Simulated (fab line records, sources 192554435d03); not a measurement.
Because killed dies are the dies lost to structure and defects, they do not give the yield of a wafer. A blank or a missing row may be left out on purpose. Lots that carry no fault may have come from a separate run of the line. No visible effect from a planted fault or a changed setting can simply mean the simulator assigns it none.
What tool caused it? + flow n5-finfet + 24 lots with 72 wafers sampled at 4 steps, on a route of 1938 steps

== WHAT EACH GAUGE READ, for each wafer ==
N5_MOL_CONTACT_COAG_CD_MEAS_40: target cd 25.1 nm.
| lot  | measured     | on        | cd-nm (nm)        |
|------|--------------|-----------|-------------------|
| L074 | day 5 08:28  | cd-sem-02 | 25.28 25.22 25.46 |
| L075 | day 5 13:40  | cd-sem-02 | 25.06 24.63 25.11 |
| L076 | day 5 14:44  | cd-sem-01 | 25.19 25.05 25.37 |
| L077 | day 5 23:47  | cd-sem-01 | 25.35 24.83 25.61 |
| L078 | day 6 11:16  | cd-sem-01 | 24.85 25.09 25.39 |
| L079 | day 6 13:37  | cd-sem-01 | 25.22 25.32 24.89 |
| L080 | day 6 18:14  | cd-sem-02 | 25.45 24.80 24.97 |
| L081 | day 7 00:31  | cd-sem-02 | 25.09 24.84 24.85 |
| L082 | day 7 11:32  | cd-sem-02 | 24.77 25.08 25.14 |
| L083 | day 7 21:07  | cd-sem-02 | 24.88 25.11 25.19 |
| L084 | day 7 23:06  | cd-sem-01 | 25.67 25.01 24.91 |
| L085 | day 8 01:58  | cd-sem-02 | 25.06 25.01 24.79 |
| L086 | day 8 06:32  | cd-sem-02 | 25.20 24.97 25.33 |
| L088 | day 8 17:52  | cd-sem-02 | 24.78 24.90 24.99 |
| L087 | day 9 01:40  | cd-sem-03 | 25.03 25.20 24.81 |
| L089 | day 9 06:46  | cd-sem-03 | 25.28 25.02 25.45 |
| L090 | day 9 07:25  | cd-sem-02 | 24.87 24.96 25.17 |
| L091 | day 9 11:26  | cd-sem-02 | 25.00 25.34 25.17 |
| L092 | day 10 00:47 | cd-sem-01 | 24.92 25.26 25.02 |
| L093 | day 10 10:04 | cd-sem-03 | 25.30 24.75 24.92 |
| L094 | day 10 11:08 | cd-sem-03 | 25.34 24.98 25.67 |
| L095 | day 10 16:28 | cd-sem-03 | 25.42 25.27 24.88 |
| L096 | day 10 17:37 | cd-sem-03 | 24.95 25.72 24.84 |
| L097 | day 10 22:40 | cd-sem-02 | 25.17 24.96 25.07 |

N5_MOL_CONTACT_COAG_OVL_MEAS_41.
| lot  | measured     | on         | VD_OVL (nm)    |
|------|--------------|------------|----------------|
| L074 | day 5 08:30  | overlay-02 | 0.4 -0.8 -0.4  |
| L075 | day 5 13:42  | overlay-01 | 1.5 0.5 1.4    |
| L076 | day 5 14:47  | overlay-02 | 0.1 0.5 -0.5   |
| L077 | day 5 23:49  | overlay-01 | 0.3 -0.3 0.3   |
| L078 | day 6 11:18  | overlay-01 | -0.4 0.7 0.2   |
| L079 | day 6 13:39  | overlay-01 | -0.3 -0.3 0.0  |
| L080 | day 6 18:16  | overlay-01 | -0.3 -0.5 -0.4 |
| L081 | day 7 00:34  | overlay-02 | 1.5 0.9 1.5    |
| L082 | day 7 11:35  | overlay-01 | 0.4 0.3 -0.4   |
| L083 | day 7 21:09  | overlay-01 | 0.1 -0.6 0.5   |
| L084 | day 7 23:08  | overlay-01 | 1.6 1.6 1.7    |
| L085 | day 8 02:01  | overlay-01 | -0.1 -0.3 -0.7 |
| L086 | day 8 06:34  | overlay-01 | 0.9 1.0 0.4    |
| L088 | day 8 17:53  | overlay-01 | 0.9 0.4 0.1    |
| L087 | day 9 01:41  | overlay-01 | 1.5 0.8 -0.7   |
| L089 | day 9 06:47  | overlay-02 | 1.4 1.5 1.4    |
| L090 | day 9 07:28  | overlay-01 | 0.4 0.5 0.7    |
| L091 | day 9 11:28  | overlay-02 | 1.0 1.1 -0.1   |
| L092 | day 10 00:49 | overlay-01 | -0.2 0.4 -0.4  |
| L093 | day 10 10:06 | overlay-01 | 0.6 -0.1 -0.7  |
| L094 | day 10 11:10 | overlay-01 | -0.8 -1.0 -0.5 |
| L095 | day 10 16:31 | overlay-01 | -0.4 -0.2 -1.1 |
| L096 | day 10 17:38 | overlay-02 | -0.4 -0.6 0.5  |
| L097 | day 10 22:42 | overlay-02 | -0.1 1.1 0.2   |

== WHAT TOOL EACH LOT RAN ON (gives the tool, then ch and the chambers of the sampled wafers, and finally the start) ==
| lot  | N5_MOL_CONTACT_COAG_CMP_23    | N5_MOL_CONTACT_COAG_CMP_28    |
|------|-------------------------------|-------------------------------|
| L074 | cmp-01 ch 0,1,2, day 5 02:00  | cmp-04 ch 0,2,3, day 5 05:45  |
| L075 | cmp-03 ch 1,2,3, day 5 08:31  | cmp-04 ch 1,2,3, day 5 10:57  |
| L076 | cmp-01 ch 0,3, day 5 08:49    | cmp-01 ch 1,2,3, day 5 11:20  |
| L077 | cmp-01 ch 1,2,3, day 5 18:44  | cmp-03 ch 0,1,2, day 5 21:07  |
| L078 | cmp-04 ch 0,1,2, day 6 01:47  | cmp-04 ch 1,2,3, day 6 04:08  |
| L079 | cmp-01 ch 0,2,3, day 6 03:59  | cmp-04 ch 2,3, day 6 06:18    |
| L080 | cmp-03 ch 0,1,3, day 6 10:36  | cmp-01 ch 1,2,3, day 6 13:01  |
| L081 | cmp-04 ch 0,1, day 6 18:37    | cmp-03 ch 0,3, day 6 21:47    |
| L082 | cmp-03 ch 0,1,3, day 7 05:08  | cmp-03 ch 0,2, day 7 08:16    |
| L083 | cmp-03 ch 1,2,3, day 7 15:49  | cmp-04 ch 0,2,3, day 7 18:12  |
| L084 | cmp-04 ch 0,1, day 7 17:35    | cmp-01 ch 0,1,3, day 7 20:01  |
| L085 | cmp-01 ch 0,1,3, day 7 20:29  | cmp-03 ch 0,1, day 7 22:48    |
| L086 | cmp-04 ch 2,3, day 8 01:17    | cmp-03 ch 0,1, day 8 03:40    |
| L088 | cmp-04 ch 0,1,3, day 8 12:34  | cmp-01 ch 1,2,3, day 8 15:02  |
| L087 | cmp-01 ch 1,2,3, day 8 19:16  | cmp-03 ch 0,2,3, day 8 21:37  |
| L089 | cmp-01 ch 0,1,2, day 9 00:09  | cmp-01 ch 1,2,3, day 9 02:32  |
| L090 | cmp-03 ch 0,1,2, day 9 00:19  | cmp-04 ch 1,2, day 9 02:40    |
| L091 | cmp-04 ch 1,2, day 9 05:59    | cmp-03 ch 1,2,3, day 9 08:47  |
| L092 | cmp-04 ch 1,3, day 9 19:39    | cmp-04 ch 1,2, day 9 22:00    |
| L093 | cmp-04 ch 0,2,3, day 10 04:20 | cmp-01 ch 0,1, day 10 06:46   |
| L094 | cmp-04 ch 0,1,3, day 10 05:36 | cmp-03 ch 0,1,3, day 10 08:24 |
| L095 | cmp-04 ch 1,2,3, day 10 11:16 | cmp-01 ch 2,3, day 10 14:01   |
| L096 | cmp-01 ch 1,2,3, day 10 11:20 | cmp-04 ch 0,1,3, day 10 14:56 |
| L097 | cmp-04 ch 0,1,2, day 10 17:34 | cmp-04 ch 0,1,2, day 10 19:58 |
- N5_MOL_CONTACT_COAG_CMP_23: polishes, stops on SiO2, t overpolish 1.5 s, target thk 0 nm.
- N5_MOL_CONTACT_COAG_CMP_28: polishes, stops on SiNx, t overpolish 0.85 s, target thk 14.522 nm.

== AS READ BY THE TOOLS THEMSELVES (means over the sampled wafers that have a number; for cases with no such wafer, the mark the record gives instead) ==
N5_MOL_CONTACT_COAG_CMP_23.
| lot  | tool   | motor-current-A (A) | overpolish-run-s (s) | time-to-endpoint-s (s) |
|------|--------|---------------------|----------------------|------------------------|
| L074 | cmp-01 | 7.9                 | 1.502                | 9.4                    |
| L075 | cmp-03 | 8.6                 | 1.493                | 11.4                   |
| L076 | cmp-01 | 9.2                 | 1.508                | 11.7                   |
| L077 | cmp-01 | 7.9                 | 1.492                | 12.5                   |
| L078 | cmp-04 | 7.4                 | 1.501                | 6.7                    |
| L079 | cmp-01 | 8.4                 | 1.495                | 12.9                   |
| L080 | cmp-03 | 8.6                 | 1.496                | 11.5                   |
| L081 | cmp-04 | 6.7                 | 1.501                | 10.1                   |
| L082 | cmp-03 | 8.7                 | 1.499                | 10.9                   |
| L083 | cmp-03 | 8.5                 | 1.490                | 8.6                    |
| L084 | cmp-04 | 6.7                 | 1.497                | 8.5                    |
| L085 | cmp-01 | 8.1                 | 1.511                | 11.7                   |
| L086 | cmp-04 | 8.5                 | 1.508                | 7.5                    |
| L088 | cmp-04 | 7.1                 | 1.499                | 8.9                    |
| L087 | cmp-01 | 7.6                 | 1.497                | 10.2                   |
| L089 | cmp-01 | 7.9                 | 1.497                | 10.0                   |
| L090 | cmp-03 | 8.2                 | 1.498                | 7.9                    |
| L091 | cmp-04 | 8.1                 | 1.497                | 8.0                    |
| L092 | cmp-04 | 7.6                 | 1.499                | 8.9                    |
| L093 | cmp-04 | 7.4                 | 1.502                | 6.0                    |
| L094 | cmp-04 | 7.1                 | 1.503                | 9.1                    |
| L095 | cmp-04 | 7.9                 | 1.505                | 9.4                    |
| L096 | cmp-01 | 8.0                 | 1.495                | 10.5                   |
| L097 | cmp-04 | 7.3                 | 1.499                | 8.8                    |

N5_MOL_CONTACT_COAG_CMP_28.
| lot  | tool   | motor-current-A (A) | time-to-endpoint-s (s) |
|------|--------|---------------------|------------------------|
| L074 | cmp-04 | 11.6                | 4.3                    |
| L075 | cmp-04 | 11.7                | 2.1                    |
| L076 | cmp-01 | 12.4                | 6.8                    |
| L077 | cmp-03 | 12.6                | 5.6                    |
| L078 | cmp-04 | 11.7                | 1.6                    |
| L079 | cmp-04 | 12.0                | 3.4                    |
| L080 | cmp-01 | 12.1                | 4.6                    |
| L081 | cmp-03 | 13.9                | 5.6                    |
| L082 | cmp-03 | 12.7                | 3.5                    |
| L083 | cmp-04 | 11.6                | 1.9                    |
| L084 | cmp-01 | 12.8                | 6.7                    |
| L085 | cmp-03 | 12.9                | 4.0                    |
| L086 | cmp-03 | 12.8                | 6.9                    |
| L088 | cmp-01 | 12.1                | 6.1                    |
| L087 | cmp-03 | 13.3                | 4.4                    |
| L089 | cmp-01 | 12.0                | 6.3                    |
| L090 | cmp-04 | 12.5                | 3.2                    |
| L091 | cmp-03 | 13.1                | 5.2                    |
| L092 | cmp-04 | 12.6                | 3.5                    |
| L093 | cmp-01 | 11.1                | 6.7                    |
| L094 | cmp-03 | 13.9                | 4.6                    |
| L095 | cmp-01 | 13.4                | 7.8                    |
| L096 | cmp-04 | 10.8                | 4.8                    |
| L097 | cmp-04 | 11.6                | 5.7                    |

== THE ANSWER, worked out from the rows above alone ==
Rule: the lots themselves supply what counts as usual. The widest of any qualifying gaps counts: lots, ordered by their means at a reading, are off when they make up no more than a third of the lots, leave a main group of 4 or more, and stand apart from it by 3 or more times the standard deviation of that group's means. A main group whose means are all the same, to the digits that the tables above print for the reading, isn't used. A lot without any number at a reading at which 4 lots or more have one is off too. All remaining lots with rows at the step are treated as sound. Order of review: gauges by route order, followed by the tools' own readings, for which a lot's mean as printed above is used. The first step at which some lot is off is used, and at that step the reading that is off furthest; a lot without a number counts as furthest.
None of the lots is off at any reading shown; this tells nothing.

== WHAT THE SIMULATOR HAD PUT IN ==
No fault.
